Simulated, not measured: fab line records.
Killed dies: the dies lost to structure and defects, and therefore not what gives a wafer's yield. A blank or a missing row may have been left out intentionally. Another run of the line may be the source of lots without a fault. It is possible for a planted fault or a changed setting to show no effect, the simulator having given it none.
What tool caused it? || flow nand harc || 13 lots, 39 wafers sampled, at 5 steps of a route of 1302

## WHAT EACH GAUGE READ, for each wafer
NHARC_END_SORT_01.
{"lot": "L795", "measured": "day 31 19:13", "on": "prober-01", "killed at array": "68 62 58", "killed at other": "1 0 0", "killed at periphery": "4 4 2", "killed dies": "73 66 60", "killed open": "3 5 0", "killed short": "1 3 2"}

## TOOL THAT RAN EACH LOT (tool first, then ch and the chambers of the sampled wafers, then the start)
{"lot": "L777", "NHARC_A_CONTACT_ETCH_126": "har cap etch-02 ch 0,1, day 21 10:19", "NHARC_A_CONTACT_ETCH_127": "har cap etch-02 ch 0,1, day 21 10:29", "NHARC_A_CONTACT_STRIP_82": "rie diel-13 ch 0,1,2, day 21 18:00 or earlier", "NHARC_A_CONTACT_SOFTBAKE_03": "litho track-06 ch 0, day 21 18:00"}
{"lot": "L778", "NHARC_A_CONTACT_ETCH_126": "har cap etch-03 ch 0,1, day 22 09:37", "NHARC_A_CONTACT_ETCH_127": "har cap etch-03 ch 0,1, day 22 09:47", "NHARC_A_CONTACT_STRIP_82": "rie diel-13 ch 0,1,3, day 22 14:00 or earlier", "NHARC_A_CONTACT_SOFTBAKE_03": "litho track-06 ch 0, day 22 14:00"}
{"lot": "L782", "NHARC_A_CONTACT_ETCH_126": "har cap etch-01 ch 0,1, day 23 15:55", "NHARC_A_CONTACT_ETCH_127": "har cap etch-01 ch 0,1, day 23 16:06", "NHARC_A_CONTACT_STRIP_82": "rie diel-13 ch 0,2,3, day 23 22:00 or earlier", "NHARC_A_CONTACT_SOFTBAKE_03": "litho track-06 ch 0, day 23 22:00"}
{"lot": "L780", "NHARC_A_CONTACT_ETCH_126": "har cap etch-02 ch 0,1, day 23 16:22", "NHARC_A_CONTACT_ETCH_127": "har cap etch-02 ch 0,1, day 23 16:33", "NHARC_A_CONTACT_STRIP_82": "rie diel-13 ch 0,2,3, day 23 22:00 or earlier", "NHARC_A_CONTACT_SOFTBAKE_03": "litho track-04 ch 0, day 23 22:00"}
{"lot": "L781", "NHARC_A_CONTACT_ETCH_126": "har cap etch-03 ch 0, day 23 17:44", "NHARC_A_CONTACT_ETCH_127": "har cap etch-03 ch 0, day 23 17:55", "NHARC_A_CONTACT_STRIP_82": "rie diel-02 ch 0,1,3, day 24 00:00 or earlier", "NHARC_A_CONTACT_SOFTBAKE_03": "litho track-01 ch 0, day 24 00:00"}
{"lot": "L784", "NHARC_A_CONTACT_ETCH_126": "har cap etch-01 ch 0,1, day 25 10:28", "NHARC_A_CONTACT_ETCH_127": "har cap etch-01 ch 0,1, day 25 10:39", "NHARC_A_CONTACT_STRIP_82": "rie diel-12 ch 0,1,2, day 25 15:00 or earlier", "NHARC_A_CONTACT_SOFTBAKE_03": "litho track-04 ch 0, day 25 15:00"}
{"lot": "L786", "NHARC_A_CONTACT_ETCH_126": "har cap etch-02 ch 0,1, day 25 23:05", "NHARC_A_CONTACT_ETCH_127": "har cap etch-02 ch 0,1, day 25 23:16", "NHARC_A_CONTACT_STRIP_82": "rie diel-12 ch 0,1, day 26 04:00 or earlier", "NHARC_A_CONTACT_SOFTBAKE_03": "litho track-01 ch 0, day 26 04:00"}
{"lot": "L788", "NHARC_A_CONTACT_ETCH_126": "har cap etch-02 ch 0, day 26 15:41", "NHARC_A_CONTACT_ETCH_127": "har cap etch-02 ch 0, day 26 15:52", "NHARC_A_CONTACT_STRIP_82": "rie diel-13 ch 0,2,3, day 26 23:00 or earlier", "NHARC_A_CONTACT_SOFTBAKE_03": "litho track-04 ch 0, day 26 23:00"}
{"lot": "L793", "NHARC_A_CONTACT_ETCH_126": "har cap etch-03 ch 0,1, day 28 10:44", "NHARC_A_CONTACT_ETCH_127": "har cap etch-03 ch 0,1, day 28 10:54", "NHARC_A_CONTACT_STRIP_82": "rie diel-12 ch 0,3, day 28 15:00 or earlier", "NHARC_A_CONTACT_SOFTBAKE_03": "litho track-06 ch 0, day 28 15:00"}
{"lot": "L795", "NHARC_A_CONTACT_ETCH_126": "har cap etch-01 ch 0, day 29 12:40", "NHARC_A_CONTACT_ETCH_127": "har cap etch-01 ch 0, day 29 12:50", "NHARC_A_CONTACT_STRIP_82": "rie diel-02 ch 0,2,3, day 29 18:00 or earlier", "NHARC_A_CONTACT_SOFTBAKE_03": "litho track-06 ch 0, day 29 18:00"}
{"lot": "L797", "NHARC_A_CONTACT_ETCH_126": "har cap etch-03 ch 0,1, day 29 17:17", "NHARC_A_CONTACT_ETCH_127": "har cap etch-03 ch 0,1, day 29 17:32", "NHARC_A_CONTACT_STRIP_82": "rie diel-13 ch 0,1, day 29 23:00 or earlier", "NHARC_A_CONTACT_SOFTBAKE_03": "litho track-06 ch 0, day 29 23:00"}
{"lot": "L799", "NHARC_A_CONTACT_ETCH_126": "har cap etch-03 ch 1, day 30 12:19", "NHARC_A_CONTACT_ETCH_127": "har cap etch-03 ch 1, day 30 12:30", "NHARC_A_CONTACT_STRIP_82": "rie diel-12 ch 1,3, day 30 20:00 or earlier", "NHARC_A_CONTACT_SOFTBAKE_03": "litho track-01 ch 0, day 30 20:00"}
{"lot": "L800", "NHARC_A_CONTACT_ETCH_126": "har cap etch-01 ch 0,1, day 31 07:30", "NHARC_A_CONTACT_ETCH_127": "har cap etch-01 ch 0,1, day 31 07:41", "NHARC_A_CONTACT_STRIP_82": "rie diel-13 ch 0,1,3, day 31 12:00 or earlier", "NHARC_A_CONTACT_SOFTBAKE_03": "litho track-01 ch 0, day 31 12:00"}
- NHARC_A_CONTACT_ETCH_126: etches the open film in C4F8/O2/Ar, time 197 s, target depth 1918 nm.
- NHARC_A_CONTACT_ETCH_127: etches the open film in C4F8/O2/Ar, time 197 s, target depth 1918 nm.
- NHARC_A_CONTACT_STRIP_82: strips in O2.
- NHARC_A_CONTACT_SOFTBAKE_03: time 55 s.

## AS READ BY THE TOOLS THEMSELVES (means over the sampled wafers that have a number; for cases with no such wafer, the mark the record gives instead)
NHARC_A_CONTACT_STRIP_82.
{"lot": "L777", "tool": "rie diel-13", "drypump motor current A (A)": 5.9, "oes product au (a.u.)": 1.003, "rf vpp V (V)": 57.6, "showerhead plenum p Torr (Torr)": 3.32, "throttle valve pct (%)": 17.030}
{"lot": "L778", "tool": "rie diel-13", "drypump motor current A (A)": 5.6, "oes product au (a.u.)": 1.003, "rf vpp V (V)": 57.0, "showerhead plenum p Torr (Torr)": 3.31, "throttle valve pct (%)": 17.041}
{"lot": "L782", "tool": "rie diel-13", "drypump motor current A (A)": 5.6, "oes product au (a.u.)": 1.001, "rf vpp V (V)": 57.5, "showerhead plenum p Torr (Torr)": 3.35, "throttle valve pct (%)": 17.027}
{"lot": "L780", "tool": "rie diel-13", "drypump motor current A (A)": 5.6, "oes product au (a.u.)": 1.012, "rf vpp V (V)": 57.2, "showerhead plenum p Torr (Torr)": 3.35, "throttle valve pct (%)": 17.040}
{"lot": "L781", "tool": "rie diel-02", "drypump motor current A (A)": 5.8, "oes product au (a.u.)": 1.005, "rf vpp V (V)": 58.2, "showerhead plenum p Torr (Torr)": 3.45, "throttle valve pct (%)": 17.041}
{"lot": "L784", "tool": "rie diel-12", "drypump motor current A (A)": 5.7, "oes product au (a.u.)": 0.996, "rf vpp V (V)": 58.1, "showerhead plenum p Torr (Torr)": 3.53, "throttle valve pct (%)": 17.037}
{"lot": "L786", "tool": "rie diel-12", "drypump motor current A (A)": 5.6, "oes product au (a.u.)": 1.003, "rf vpp V (V)": 56.8, "showerhead plenum p Torr (Torr)": 3.39, "throttle valve pct (%)": 17.035}
{"lot": "L788", "tool": "rie diel-13", "drypump motor current A (A)": 5.6, "oes product au (a.u.)": 1.007, "rf vpp V (V)": 56.7, "showerhead plenum p Torr (Torr)": 3.34, "throttle valve pct (%)": 17.039}
{"lot": "L793", "tool": "rie diel-12", "drypump motor current A (A)": 5.3, "oes product au (a.u.)": 0.996, "rf vpp V (V)": 57.9, "showerhead plenum p Torr (Torr)": 3.51, "throttle valve pct (%)": 17.037}
{"lot": "L795", "tool": "rie diel-02", "drypump motor current A (A)": 5.7, "oes product au (a.u.)": 1.005, "rf vpp V (V)": 57.3, "showerhead plenum p Torr (Torr)": 3.35, "throttle valve pct (%)": 17.021}
{"lot": "L797", "tool": "rie diel-13", "drypump motor current A (A)": 5.8, "oes product au (a.u.)": 1.008, "rf vpp V (V)": 57.6, "showerhead plenum p Torr (Torr)": 3.26, "throttle valve pct (%)": 17.038}
{"lot": "L799", "tool": "rie diel-12", "drypump motor current A (A)": 5.4, "oes product au (a.u.)": 0.997, "rf vpp V (V)": 57.4, "showerhead plenum p Torr (Torr)": 3.37, "throttle valve pct (%)": 17.019}
{"lot": "L800", "tool": "rie diel-13", "drypump motor current A (A)": 5.6, "oes product au (a.u.)": 0.998, "rf vpp V (V)": 58.6, "showerhead plenum p Torr (Torr)": 3.66, "throttle valve pct (%)": 17.037}

NHARC_A_CONTACT_SOFTBAKE_03.
{"lot": "L777", "tool": "litho track-06", "heater power total W (W)": 188.41}
{"lot": "L778", "tool": "litho track-06", "heater power total W (W)": 188.45}
{"lot": "L782", "tool": "litho track-06", "heater power total W (W)": 188.39}
{"lot": "L780", "tool": "litho track-04", "heater power total W (W)": 188.42}
{"lot": "L781", "tool": "litho track-01", "heater power total W (W)": 188.51}
{"lot": "L784", "tool": "litho track-04", "heater power total W (W)": 188.38}
{"lot": "L786", "tool": "litho track-01", "heater power total W (W)": 188.56}
{"lot": "L788", "tool": "litho track-04", "heater power total W (W)": 188.50}
{"lot": "L793", "tool": "litho track-06", "heater power total W (W)": 278.23}
{"lot": "L795", "tool": "litho track-06", "heater power total W (W)": 278.25}
{"lot": "L797", "tool": "litho track-06", "heater power total W (W)": 278.28}
{"lot": "L799", "tool": "litho track-01", "heater power total W (W)": 188.46}
{"lot": "L800", "tool": "litho track-01", "heater power total W (W)": 188.48}

## THE ANSWER, worked out from the rows above alone
Rule: the usual values come from the lots themselves. Put in order of their means at a reading, lots are off if they are a third of the lots or fewer, leave a main group of 4 or more, and stand apart from it by a gap of 3 or more times the standard deviation of the main group's means; of several such gaps the widest counts. If all means in a main group match to the digits the tables above print for the reading, that group is not used. A lot without any number at a reading at which 4 lots or more have one is off too. The other lots that the step has rows for count as sound. Order of review: gauges by route order, followed by the tools' own readings, for which a lot's mean as printed above is used. The first step at which some lot is off is used, and at that step the reading that is off furthest; a lot without a number counts as furthest.
Off: L793, L795, L797 (NHARC_A_CONTACT_SOFTBAKE_03, heater power total W). The main group: mean 188.46 W, standard deviation 0.055.
If a tool, at that step or one of the process steps before it, ran each lot that is off and ran no sound lot following the first of them, it fits. NHARC_A_CONTACT_STRIP_82 gives no start for some lots, so the hours and the order of its lots are those of NHARC_A_CONTACT_SOFTBAKE_03. One fits: NHARC_A_CONTACT_SOFTBAKE_03 on litho track-06. Its last sound lot is L782 (day 23 22:00), its first lot that is off L793 (day 28 15:00): a fault that began between those two fits.
On the lots that are off, the tool's own readings at NHARC_A_CONTACT_SOFTBAKE_03 differ by more than 5 times the standard deviation of the sound lots' means, which bears it out; heater power total W reads 278.25 W there versus 188.46 W on the sound lots.

## WHAT THE SIMULATOR HAD INSERTED
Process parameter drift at NHARC_A_CONTACT_SOFTBAKE_03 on litho track-06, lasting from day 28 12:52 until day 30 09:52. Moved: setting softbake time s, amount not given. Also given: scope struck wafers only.
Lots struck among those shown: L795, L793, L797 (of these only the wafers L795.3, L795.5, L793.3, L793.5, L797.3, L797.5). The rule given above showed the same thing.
